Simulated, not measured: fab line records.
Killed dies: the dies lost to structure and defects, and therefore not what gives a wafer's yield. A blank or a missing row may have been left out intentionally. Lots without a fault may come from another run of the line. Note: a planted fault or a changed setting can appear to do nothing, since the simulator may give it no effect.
fab line records | flow nand_harc
record lots=7 | wafers=21 | last_day=24
route steps=1159 shown P_GATE@157
lots untouched by any fault: they come from a run of this same line in which no faults occurred
start_h: the number of hours between the record's first day and the start of the first shown wafer of the lot | wait_h: hours elapsed since this lot's preceding step | " same as the row above | L1.1+2: a single row standing in for several wafers | - either no value or no given start | * or withheld: withheld | < > ~ a bound
route shown NAME@n: a module of which the file shows steps, and the number in the route of the first | usual: average and standard deviation across the fault-free wafers | same: alike in all rows | chamber/n: place in a boat | sites: readings site by site | _std_site: the standard deviation of these | _edge_site: outer sites' mean less inner sites' | radius_mm: how far each site lies from the wafer's centre | mask NAME#n: copy n | behind: tool/chamber where the wafer was last shaped | hold: cause of the lot's hold/its duration in hours/its outcome | device: the n, p or np transistor that did not switch | end of line: the tests these same wafers got at the end of their route | a step without rows: its recipe alone | killed: the dies lost at the first sort to structure and to defects; this is not the yield of the wafer | map: a wafer's dies, marking killed ones x, the rest . and places with no die _
set.NAME: setting as actually run; set.NAME@STEP: the setting as run at that earlier step | model.NAME: the simulator's own value behind a step, which no gauge read
lots seen at some steps along the route; tables by step, rows by wafer
services: when a tool's chamber went out of use (start_h, in hours from the record's first day, below 0 if earlier), for how many hours, and the reason
## steps
# step NHARC_P_GATE_STRIP_101
# recipe time_s=20 | o2_flow_sccm=500 | ar_flow_sccm=0 | bias_w=0 | chemistry=O2
# usual drypump_motor_current_A=5.7/0.58 | oes_product_au=0.999/0.0071 | rf_vpp_V=57.7/0.83 | showerhead_plenum_p_Torr=3.48/0.1 | throttle_valve_pct=17.037/0.0087
lot.wafer | tool        | chamber | start_h | wait_h | drypump_motor_current_A | oes_product_au | rf_hours_counter_h | rf_vpp_V | showerhead_plenum_p_Torr | throttle_valve_pct
L809.4    | rie_diel-05 | 0       | 109.18  | 0.1    | 5.8                     | 0.997          | 23                 | 57.5     | 3.47                     | 17.050
L809.5    | "           | 0       | "       | "      | 5.8                     | 1.003          | -                  | 57.8     | 3.47                     | 17.035
L809.6    | "           | 1       | "       | "      | 6.1                     | 0.989          | -                  | 57.7     | 3.42                     | 17.047
L813.4    | rie_diel-05 | 3       | 131.32  | 0.1    | 5.0                     | 0.989          | 26                 | 59.7     | 3.51                     | 17.048
L813.5    | "           | 1       | "       | "      | 6.1                     | 1.002          | -                  | 57.7     | 3.41                     | 17.042
L813.6    | "           | 2       | "       | "      | 4.7                     | 1.005          | -                  | 57.2     | 3.54                     | 17.037
L819.3    | rie_diel-01 | 0       | 176.97  | 0.1    | 6.2                     | 0.991          | 12                 | 60.2     | 3.64                     | 17.035
L819.1    | "           | 1       | "       | "      | 5.1                     | 0.982          | 15                 | 58.6     | 3.72                     | 17.032
L819.5    | "           | 3       | "       | "      | 5.7                     | 1.001          | -                  | 57.6     | 3.57                     | 17.041
L823.3    | rie_diel-01 | 1       | 197.53  | 0.1    | 5.1                     | 0.991          | 19                 | 58.5     | 3.72                     | 17.045
L823.6    | "           | 2       | "       | "      | 6.3                     | 0.997          | -                  | 57.6     | 3.48                     | 17.044
L823.5    | "           | 3       | "       | "      | 5.7                     | 0.996          | -                  | 58.6     | 3.56                     | 17.029
L825.4    | rie_diel-01 | 0       | 197.54  | 0.1    | 6.2                     | 0.980          | 17                 | 56.6     | 3.64                     | 17.041
L825.2    | "           | 1       | "       | "      | 5.1                     | 0.979          | 19                 | 58.7     | 3.72                     | 17.034
L825.3    | "           | 2       | "       | "      | 6.3                     | 0.990          | 18                 | 58.2     | 3.48                     | 17.032
L829.4    | rie_diel-01 | 2       | 228.84  | 0.2    | 6.2                     | 0.999          | 29                 | 58.3     | 3.48                     | 17.032
L829.5    | "           | 3       | "       | "      | 5.7                     | 0.994          | -                  | 58.1     | 3.56                     | 17.038
L829.6    | "           | 0       | "       | "      | 6.2                     | 0.997          | -                  | 58.4     | 3.63                     | 17.036
L830.1    | rie_diel-13 | 0       | 229.17  | 0.1    | 5.4                     | 1.005          | 49                 | 58.7     | 3.42                     | 17.033
L830.3    | "           | 1       | "       | "      | 6.5                     | 1.003          | 52                 | 58.3     | 3.30                     | 17.026
L830.4    | "           | 0       | "       | "      | 5.4                     | 1.008          | -                  | 56.6     | 3.42                     | 17.034
# step NHARC_P_GATE_PRECLEAN_97
# recipe time_s=600 | temp_c=120 | chemistry=SPM
# step NHARC_P_GATE_SRD_98
# step NHARC_P_GATE_PRECLEAN_99
# recipe time_s=* | temp_c=50 | bath_age_min=0 | chemistry=SC1
# step NHARC_P_GATE_SRD_100
# step NHARC_P_GATE_DEHYDRATE_38
# recipe temp_c=150 | time_s=120
# step NHARC_P_GATE_HMDS_39
# recipe time_s=30
# step NHARC_P_GATE_COAT_40
# recipe spin_rpm=3000
# step NHARC_P_GATE_SOFTBAKE_41
# recipe temp_c=122 | time_s=95
# step NHARC_P_GATE_EBR_42
# step NHARC_P_GATE_EXPOSE_43
# recipe na=0.6 | target_cd_nm=720 | dose_mj=14.81 | mask_id=P_NSD
# step NHARC_P_GATE_PEB_44
# recipe peb_temp_c=118 | peb_time_s=85
# step NHARC_P_GATE_DEVELOP_45
# recipe time_s=70
# usual chill_plate_temp_C=23.01/0.097 | resist_line_temp_C=22.98/0.11
lot.wafer | tool           | chamber | start_h | wait_h | chill_plate_temp_C | resist_line_temp_C
L809.4    | litho_track-02 | 0       | 110     | -      | 23.02              | 23.18
L809.5    | "              | 0       | "       | "      | 23.13              | 23.05
L809.6    | "              | 0       | "       | "      | 23.06              | 23.16
L813.4    | litho_track-03 | 0       | 132     | -      | 23.17              | 22.95
L813.5    | "              | 0       | "       | "      | 22.99              | 22.91
L813.6    | "              | 0       | "       | "      | 22.96              | 23.05
L819.1    | litho_track-02 | 0       | 177     | -      | 22.84              | 22.81
L819.3    | "              | 0       | "       | "      | 22.96              | 22.85
L819.5    | "              | 0       | "       | "      | 22.92              | 22.83
L823.3    | litho_track-02 | 0       | 198     | -      | 23.05              | 23.08
L823.5    | "              | 0       | "       | "      | 23.28              | 23.04
L823.6    | "              | 0       | "       | "      | 23.05              | 23.03
L825.2    | litho_track-02 | 0       | 198     | -      | 23.02              | 22.95
L825.3    | "              | 0       | "       | "      | 22.91              | 22.77
L825.4    | "              | 0       | "       | "      | 22.92              | 22.94
L829.4    | litho_track-07 | 0       | 229     | -      | 23.03              | 22.88
L829.5    | "              | 0       | "       | "      | 23.14              | 22.95
L829.6    | "              | 0       | "       | "      | 22.92              | 22.99
L830.1    | litho_track-07 | 0       | 230     | -      | 23.16              | 22.98
L830.3    | "              | 0       | "       | "      | 22.98              | 23.03
L830.4    | "              | 0       | "       | "      | 23.11              | 23.10
# step NHARC_P_GATE_HARDBAKE_47
# recipe temp_c=125 | time_s=80
# step NHARC_P_GATE_DESCUM_48
# recipe time_s=3 | o2_flow_sccm=200 | ar_flow_sccm=0 | bias_power_w=0 | chemistry=O2
# usual drypump_motor_current_A=5.6/0.57 | oes_product_au=0.998/0.0075 | rf_vpp_V=57.9/0.85 | showerhead_plenum_p_Torr=1.91/0.056 | throttle_valve_pct=11.312/0.009
lot.wafer | tool        | chamber | start_h | wait_h | drypump_motor_current_A | oes_product_au | rf_hours_counter_h | rf_vpp_V | showerhead_plenum_p_Torr | throttle_valve_pct | model.P_GATE.cd_nm
L809.4    | rie_diel-05 | 1       | 110.28  | -      | 6.1                     | 0.990          | 15                 | 56.4     | 1.85                     | 11.308             | 720.4
L809.5    | "           | 0       | "       | "      | 5.8                     | 0.989          | -                  | 58.9     | 1.88                     | 11.311             | 720.8
L809.6    | "           | 1       | "       | "      | 6.1                     | 0.991          | -                  | 57.3     | 1.85                     | 11.303             | 720.6
L813.4    | rie_diel-01 | 0       | 132.29  | -      | 6.2                     | 0.999          | 57                 | 59.0     | 1.99                     | 11.309             | 717
L813.6    | "           | 0       | "       | "      | 6.2                     | 0.987          | -                  | 58.3     | 1.99                     | 11.314             | 718.4
L813.5    | "           | 1       | "       | "      | 5.1                     | 0.992          | -                  | 58.4     | 2.03                     | 11.313             | 717.2
L819.1    | rie_diel-01 | 0       | 178.06  | -      | 6.2                     | 1.009          | 13                 | 58.3     | 1.98                     | 11.304             | 122
L819.3    | "           | 1       | "       | "      | 5.1                     | 1.004          | 15                 | 58.6     | 2.02                     | 11.311             | 119.9
L819.5    | "           | 3       | "       | "      | 5.7                     | 1.004          | -                  | 58.6     | 1.94                     | 11.308             | 122.1
L823.3    | rie_diel-01 | 2       | 198.61  | -      | 6.3                     | 1.005          | 19                 | 57.8     | 1.89                     | 11.309             | 121.4
L823.5    | "           | 2       | "       | "      | 6.3                     | 1.001          | -                  | 57.6     | 1.89                     | 11.333             | 120.3
L823.6    | "           | 3       | "       | "      | 5.6                     | 0.990          | -                  | 58.3     | 1.93                     | 11.311             | 117.8
L825.3    | rie_diel-05 | 1       | 198.77  | -      | 6.1                     | 0.986          | 5                  | 57.7     | 1.84                     | 11.321             | 119.6
L825.2    | "           | 0       | "       | "      | 5.9                     | 0.997          | 5                  | 57.4     | 1.87                     | 11.310             | 119
L825.4    | "           | 2       | "       | "      | 4.8                     | 0.986          | -                  | 57.5     | 1.92                     | 11.306             | 119.7
L829.4    | rie_diel-01 | 2       | 229.95  | -      | 6.3                     | 0.990          | 29                 | 57.4     | 1.88                     | 11.316             | 720.3
L829.5    | "           | 0       | "       | "      | 6.2                     | 0.985          | -                  | 59.6     | 1.98                     | 11.299             | 718.5
L829.6    | "           | 1       | "       | "      | 5.1                     | 0.985          | -                  | 57.4     | 2.02                     | 11.310             | 718.2
L830.4    | rie_diel-01 | 2       | 230.28  | -      | 6.3                     | 0.995          | 29                 | 59.0     | 1.88                     | 11.318             | 721.5
L830.3    | "           | 3       | "       | "      | 5.7                     | 0.995          | 31                 | 59.0     | 1.93                     | 11.314             | 721.5
L830.1    | "           | 1       | "       | "      | 5.1                     | 0.993          | 31                 | 60.0     | 2.02                     | 11.307             | 720
# step NHARC_P_GATE_IMPLANT_49
# recipe energy_kev=30 | dose_cm2=3e+15 | tilt_deg=7
# step NHARC_P_GATE_STRIP_111
# recipe power_w=1500 | temp_c=110 | time_s=250 | chemistry=N2/H2
# usual drypump_motor_current_A=5.57/0.28 | heater_power_w=85/7.4
lot.wafer | tool            | chamber | start_h | wait_h | drypump_motor_current_A | heater_power_w | rf_hours_counter_h
L809.4    | plasma_asher-01 | 1       | 110.81  | 0.3    | 5.50                    | 92             | -
L809.6    | "               | 0       | "       | "      | 6.00                    | 77             | -
L809.5    | "               | 1       | "       | "      | 5.51                    | 93             | -
L813.4    | plasma_asher-01 | 1       | 132.95  | 0.4    | 5.51                    | 94             | -
L813.6    | "               | 0       | "       | "      | 6.03                    | 75             | -
L813.5    | "               | 1       | "       | "      | 5.50                    | 95             | -
L819.1    | plasma_asher-02 | 0       | 178.47  | 0.2    | 5.44                    | 78             | 56
L819.3    | "               | 1       | "       | "      | 5.26                    | 91             | -
L819.5    | "               | 0       | "       | "      | 5.41                    | 78             | -
L823.3    | plasma_asher-02 | 0       | 199.15  | 0.3    | 5.45                    | 78             | -
L823.6    | "               | 1       | "       | "      | 5.22                    | 89             | -
L823.5    | "               | 0       | "       | "      | 5.40                    | 85             | -
L825.2    | plasma_asher-01 | 0       | 199.21  | 0.2    | 6.01                    | 76             | 31
L825.3    | "               | 1       | "       | "      | 5.51                    | 98             | -
L825.4    | "               | 0       | "       | "      | 5.99                    | 78             | -
L829.4    | plasma_asher-02 | 0       | 230.47  | 0.3    | 5.44                    | 82             | -
L829.6    | "               | 1       | "       | "      | 5.27                    | 89             | -
L829.5    | "               | 0       | "       | "      | 5.39                    | 81             | -
L830.1    | plasma_asher-02 | 0       | 230.68  | 0.2    | 5.45                    | 81             | 14
L830.3    | "               | 0       | "       | "      | 5.44                    | 82             | -
L830.4    | "               | 1       | "       | "      | 5.26                    | 89             | -
# step NHARC_P_GATE_STRIP_75
# recipe power_w=1500 | temp_c=250 | chemistry=O2
# step NHARC_P_GATE_STRIP_50
# recipe time_s=900 | temp_c=130 | chemistry=SPM
# step NHARC_P_GATE_DEHYDRATE_51
# recipe temp_c=150 | time_s=120
# step NHARC_P_GATE_HMDS_52
# recipe time_s=30
# step NHARC_P_GATE_COAT_53
# recipe spin_rpm=3000
# step NHARC_P_GATE_SOFTBAKE_54
# recipe temp_c=122 | time_s=95
# step NHARC_P_GATE_EBR_55
# step NHARC_P_GATE_EXPOSE_56
# recipe na=0.6 | target_cd_nm=720 | dose_mj=14.81 | mask_id=P_PSD
# step NHARC_P_GATE_PEB_57
# recipe peb_temp_c=118 | peb_time_s=85
# step NHARC_P_GATE_DEVELOP_58
# recipe time_s=70
# step NHARC_P_GATE_HARDBAKE_60
# recipe temp_c=125 | time_s=80
# step NHARC_P_GATE_DESCUM_61
# recipe time_s=3 | o2_flow_sccm=200 | ar_flow_sccm=0 | bias_power_w=0 | chemistry=O2
# usual drypump_motor_current_A=5.6/0.57 | oes_product_au=0.997/0.007 | rf_vpp_V=57.8/0.86 | showerhead_plenum_p_Torr=1.90/0.056 | throttle_valve_pct=11.311/0.0088
lot.wafer | tool        | chamber | start_h | wait_h | drypump_motor_current_A | oes_product_au | rf_hours_counter_h | rf_vpp_V | showerhead_plenum_p_Torr | throttle_valve_pct
L809.4    | rie_diel-05 | 0       | 112.10  | -      | 5.8                     | 1.003          | 23                 | 56.2     | 1.88                     | 11.305
L809.6    | "           | 1       | "       | "      | 6.1                     | 0.992          | -                  | 58.4     | 1.85                     | 11.302
L809.5    | "           | 2       | "       | "      | 4.8                     | 1.009          | -                  | 57.4     | 1.92                     | 11.314
L813.4    | rie_diel-05 | 0       | 134.21  | -      | 5.8                     | 0.996          | 28                 | 57.8     | 1.88                     | 11.329
L813.6    | "           | 2       | "       | "      | 4.7                     | 0.994          | -                  | 58.4     | 1.92                     | 11.330
L813.5    | "           | 3       | "       | "      | 5.0                     | 1.000          | -                  | 59.2     | 1.90                     | 11.329
L819.1    | rie_diel-01 | 3       | 179.81  | -      | 5.7                     | 0.994          | 15                 | 57.5     | 1.94                     | 11.304
L819.3    | "           | 2       | "       | "      | 6.3                     | 1.003          | 14                 | 58.3     | 1.89                     | 11.305
L819.5    | "           | 0       | "       | "      | 6.2                     | 0.993          | -                  | 58.1     | 1.98                     | 11.312
L823.3    | rie_diel-05 | 1       | 200.28  | -      | 6.1                     | 1.014          | 5                  | 55.7     | 1.84                     | 11.303
L823.5    | "           | 0       | "       | "      | 5.8                     | 1.003          | -                  | 58.0     | 1.87                     | 11.287
L823.6    | "           | 2       | "       | "      | 4.7                     | 1.002          | -                  | 56.6     | 1.92                     | 11.314
L825.3    | rie_diel-05 | 0       | 200.44  | -      | 5.8                     | 0.997          | 5                  | 58.3     | 1.87                     | 11.299
L825.2    | "           | 2       | "       | "      | 4.8                     | 0.994          | 5                  | 57.0     | 1.92                     | 11.309
L825.4    | "           | 0       | "       | "      | 5.8                     | 1.000          | -                  | 57.5     | 1.87                     | 11.315
L829.4    | rie_diel-01 | 2       | 231.71  | -      | 6.3                     | 1.000          | 29                 | 57.1     | 1.88                     | 11.320
L829.6    | "           | 2       | "       | "      | 6.3                     | 0.993          | -                  | 56.4     | 1.88                     | 11.307
L829.5    | "           | 3       | "       | "      | 5.7                     | 0.997          | -                  | 58.5     | 1.93                     | 11.321
L830.1    | rie_diel-05 | 0       | 232.07  | -      | 5.8                     | 0.986          | 11                 | 57.2     | 1.87                     | 11.324
L830.4    | "           | 1       | "       | "      | 6.1                     | 0.988          | 11                 | 57.9     | 1.84                     | 11.314
L830.3    | "           | 3       | "       | "      | 5.0                     | 0.997          | 4                  | 57.4     | 1.90                     | 11.309
# step NHARC_P_GATE_IMPLANT_62
# recipe energy_kev=20 | dose_cm2=3e+15 | tilt_deg=7
# step NHARC_P_GATE_STRIP_112
# recipe power_w=1500 | temp_c=110 | time_s=200 | chemistry=N2/H2
# usual drypump_motor_current_A=5.52/0.27 | heater_power_w=84/7.2
lot.wafer | tool            | chamber | start_h | wait_h | drypump_motor_current_A | heater_power_w | rf_hours_counter_h
L809.4    | plasma_asher-02 | 1       | 112.51  | 0.2    | 5.25                    | 89             | -
L809.6    | "               | 1       | "       | "      | 5.26                    | 88             | -
L809.5    | "               | 0       | "       | "      | 5.44                    | 77             | -
L813.4    | plasma_asher-02 | 1       | 134.68  | 0.2    | 5.25                    | 91             | -
L813.5    | "               | 0       | "       | "      | 5.42                    | 78             | -
L813.6    | "               | 1       | "       | "      | 5.24                    | 89             | -
L819.1    | plasma_asher-02 | 1       | 180.18  | 0.2    | 5.27                    | 92             | 57
L819.3    | "               | 0       | "       | "      | 5.41                    | 76             | -
L819.5    | "               | 0       | "       | "      | 5.43                    | 76             | -
L823.3    | plasma_asher-01 | 0       | 200.79  | 0.3    | 6.02                    | 77             | -
L823.6    | "               | 1       | "       | "      | 5.51                    | 92             | -
L823.5    | "               | 0       | "       | "      | 6.00                    | 76             | -
L825.2    | plasma_asher-02 | 0       | 200.88  | 0.2    | 5.44                    | 81             | 2
L825.3    | "               | 1       | "       | "      | 5.26                    | 87             | -
L825.4    | "               | 0       | "       | "      | 5.47                    | 80             | -
L829.4    | plasma_asher-02 | 0       | 232.18  | 0.2    | 5.44                    | 80             | -
L829.6    | "               | 0       | "       | "      | 5.43                    | 80             | -
L829.5    | "               | 1       | "       | "      | 5.27                    | 87             | -
L830.1    | plasma_asher-02 | 1       | 232.48  | 0.2    | 5.27                    | 87             | 15
L830.4    | "               | 0       | "       | "      | 5.45                    | 81             | -
L830.3    | "               | 1       | "       | "      | 5.25                    | 87             | -
# step NHARC_P_GATE_STRIP_76
# recipe power_w=1500 | temp_c=250 | chemistry=O2
# usual drypump_motor_current_A=5.51/0.27 | heater_power_w=316/27
lot.wafer | tool            | chamber | start_h | wait_h | drypump_motor_current_A | heater_power_w | rf_hours_counter_h
L809.4    | plasma_asher-02 | 1       | 112.71  | 0.2    | 5.27                    | 335            | -
L809.6    | "               | 1       | "       | "      | 5.25                    | 330            | -
L809.5    | "               | 0       | "       | "      | 5.41                    | 285            | -
L813.4    | plasma_asher-02 | 1       | 134.85  | 0.1    | 5.24                    | 343            | -
L813.5    | "               | 0       | "       | "      | 5.42                    | 281            | -
L813.6    | "               | 1       | "       | "      | 5.26                    | 339            | -
L819.1    | plasma_asher-02 | 1       | 180.44  | 0.2    | 5.24                    | 339            | 57
L819.3    | "               | 0       | "       | "      | 5.41                    | 290            | -
L819.5    | "               | 0       | "       | "      | 5.41                    | 285            | -
L823.3    | plasma_asher-01 | 0       | 200.95  | 0.1    | 5.99                    | 281            | -
L823.6    | "               | 1       | "       | "      | 5.50                    | 351            | -
L823.5    | "               | 0       | "       | "      | 5.99                    | 293            | -
L825.2    | plasma_asher-02 | 0       | 201.11  | 0.2    | 5.40                    | 312            | 3
L825.3    | "               | 1       | "       | "      | 5.25                    | 328            | -
L825.4    | "               | 0       | "       | "      | 5.44                    | 296            | -
L829.4    | plasma_asher-02 | 0       | 232.38  | 0.2    | 5.42                    | 300            | -
L829.6    | "               | 0       | "       | "      | 5.41                    | 302            | -
L829.5    | "               | 1       | "       | "      | 5.28                    | 334            | -
L830.1    | plasma_asher-02 | 1       | 232.71  | 0.2    | 5.24                    | 329            | 15
L830.4    | "               | 0       | "       | "      | 5.42                    | 306            | -
L830.3    | "               | 1       | "       | "      | 5.25                    | 334            | -
# step NHARC_P_GATE_STRIP_63
# recipe time_s=900 | temp_c=130 | chemistry=SPM
# step NHARC_P_GATE_DEHYDRATE_83
# recipe temp_c=150 | time_s=120
# step NHARC_P_GATE_HMDS_84
# recipe time_s=30
# step NHARC_P_GATE_COAT_85
# recipe spin_rpm=3000
# step NHARC_P_GATE_SOFTBAKE_86
# recipe temp_c=122 | time_s=95
# step NHARC_P_GATE_EBR_87
# step NHARC_P_GATE_EXPOSE_88
# recipe na=0.6 | target_cd_nm=2000 | dose_mj=11.87 | mask_id=P_HVN
# step NHARC_P_GATE_PEB_89
# recipe peb_temp_c=118 | peb_time_s=85
# step NHARC_P_GATE_DESCUM_93
# recipe time_s=3 | o2_flow_sccm=200 | ar_flow_sccm=0 | bias_power_w=0 | chemistry=O2
# usual drypump_motor_current_A=5.6/0.58 | oes_product_au=0.998/0.0076 | rf_vpp_V=57.7/0.78 | showerhead_plenum_p_Torr=1.88/0.056 | throttle_valve_pct=11.311/0.0087
lot.wafer | tool        | chamber | start_h | wait_h | drypump_motor_current_A | oes_product_au | rf_hours_counter_h | rf_vpp_V | showerhead_plenum_p_Torr | throttle_valve_pct | model.P_GATE.cd_nm
L809.4    | rie_diel-05 | 1       | 113.80  | -      | 6.1                     | 0.993          | 16                 | 57.5     | 1.85                     | 11.309             | 1999
L809.6    | "           | 3       | "       | "      | 5.0                     | 0.995          | -                  | 58.7     | 1.91                     | 11.318             | 720.6
L809.5    | "           | 0       | "       | "      | 5.8                     | 0.993          | -                  | 56.9     | 1.88                     | 11.325             | 2000
L813.4    | rie_diel-05 | 3       | 135.94  | -      | 5.0                     | 1.001          | 27                 | 57.6     | 1.90                     | 11.299             | 2000
L813.5    | "           | 2       | "       | "      | 4.7                     | 1.007          | -                  | 58.4     | 1.92                     | 11.316             | 2000
L813.6    | "           | 3       | "       | "      | 5.0                     | 0.996          | -                  | 57.9     | 1.90                     | 11.322             | 2000
L819.1    | rie_diel-05 | 2       | 181.40  | -      | 4.7                     | 0.999          | 1                  | 58.4     | 1.92                     | 11.320             | 122
L819.3    | "           | 3       | "       | "      | 5.0                     | 0.991          | 1                  | 60.1     | 1.90                     | 11.293             | 119.9
L819.5    | "           | 3       | "       | "      | 5.0                     | 0.986          | -                  | 58.8     | 1.90                     | 11.309             | 122.1
L823.3    | rie_diel-05 | 1       | 202.19  | -      | 6.1                     | 0.989          | 6                  | 57.0     | 1.84                     | 11.319             | 121.4
L823.5    | "           | 0       | "       | "      | 5.8                     | 1.000          | -                  | 57.9     | 1.87                     | 11.318             | 120.3
L823.6    | "           | 1       | "       | "      | 6.1                     | 0.985          | -                  | 58.0     | 1.84                     | 11.300             | 117.8
L825.2    | rie_diel-13 | 2       | 202.22  | -      | 6.4                     | 0.997          | 40                 | 57.1     | 1.87                     | 11.312             | 119
L825.4    | "           | 3       | "       | "      | 5.3                     | 0.999          | 34                 | 57.2     | 1.78                     | 11.303             | 119.7
L825.3    | "           | 1       | "       | "      | 6.5                     | 0.996          | 42                 | 58.4     | 1.78                     | 11.323             | 119.6
L829.4    | rie_diel-05 | 0       | 233.33  | -      | 5.8                     | 1.009          | 11                 | 56.6     | 1.87                     | 11.312             | 2001
L829.5    | "           | 2       | "       | "      | 4.8                     | 1.007          | -                  | 59.1     | 1.91                     | 11.288             | 1999
L829.6    | "           | 3       | "       | "      | 5.0                     | 1.004          | -                  | 57.3     | 1.90                     | 11.319             | 2000
L830.4    | rie_diel-01 | 2       | 233.79  | -      | 6.3                     | 0.992          | 30                 | 57.8     | 1.88                     | 11.308             | 1999
L830.3    | "           | 3       | "       | "      | 5.7                     | 0.999          | 32                 | 56.7     | 1.93                     | 11.310             | 2001
L830.1    | "           | 0       | "       | "      | 6.2                     | 0.991          | 31                 | 56.0     | 1.97                     | 11.313             | 2002
## services
tool            | chamber | start_h | hours | kind
rie_diel-05     | 0       | 93.67   | -     | clean
rie_diel-05     | 1       | 93.67   | -     | clean
rie_diel-05     | 2       | 93.67   | -     | clean
rie_diel-05     | 3       | 93.67   | -     | clean
rie_diel-13     | -       | 99.05   | 9.0   | pm
plasma_asher-01 | -       | 99.29   | 9.0   | pm
rie_diel-01     | 2       | 113.48  | 2.2   | repair
rie_diel-01     | 2       | 119.99  | 11.8  | repair
rie_diel-01     | -       | 137.85  | 9.0   | pm
rie_diel-13     | -       | 159.92  | 0.2   | repair
rie_diel-01     | 0       | 160.11  | 7.4   | repair
rie_diel-05     | -       | 163.60  | 9.0   | pm
litho_track-02  | -       | 165.00  | 7.0   | pm
plasma_asher-02 | -       | 183.00  | 9.0   | pm
plasma_asher-02 | 0       | 183.00  | 9.0   | vent_cycle
plasma_asher-02 | 1       | 183.00  | 9.0   | vent_cycle
rie_diel-05     | 3       | 185.74  | 23.8  | repair
litho_track-07  | -       | 189.00  | 7.0   | pm
rie_diel-13     | 2       | 191.71  | 3.1   | repair
plasma_asher-02 | 0       | 192.00  | -     | clean
plasma_asher-02 | 1       | 192.00  | -     | clean
litho_track-03  | -       | 213.00  | 7.0   | pm
rie_diel-13     | 3       | 216.17  | 14.1  | repair
rie_diel-01     | -       | 233.41  | 0.3   | repair
## key
first_sign none at tools or gauges
model_effect step=NHARC_P_GATE_DESCUM_48 | value=P_GATE.cd_nm | without=719.9 | struck=120.2
model_effect step=NHARC_P_GATE_DESCUM_93 | value=P_GATE.cd_nm | without=2000 | struck=120.2
met_at NHARC_P_GATE_DEVELOP_45
struck_wafers L819.1,L819.3,L819.5,L823.3,L823.5,L823.6,L825.2,L825.3,L825.4
later_rows_left_out L819.1,L819.3,L819.5,L823.3,L823.5,L823.6,L825.2,L825.3,L825.4
sort_left_out L819.1,L819.3,L819.5,L823.3,L823.5,L823.6,L825.2,L825.3,L825.4
tester_left_out L819,L823,L825
onset_between 110 177
fault kind=process_parameter_drift | tool=litho_track-02 | chamber=- | onset_h=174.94 | steps=NHARC_P_GATE_DEVELOP_45 | channel=time_s | offset=* | shape=step | end_h=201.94 | acts_in=* | stated=*
# tester_left_out: of these lots the tester's yield and bins aren't shown, on N5 and GAA mostly nor the transistor test; their killed dies are dies lost to structure and defects alone, not to doping, threshold or leakage, so they don't give the yield
# sort_left_out: the simulated sort isn't trusted on such a fault, so these wafers' sort isn't shown, and their yield isn't known
# later_rows_left_out: the simulator's readings of these wafers behind a module that went badly wrong aren't trusted and aren't shown, but for the sort
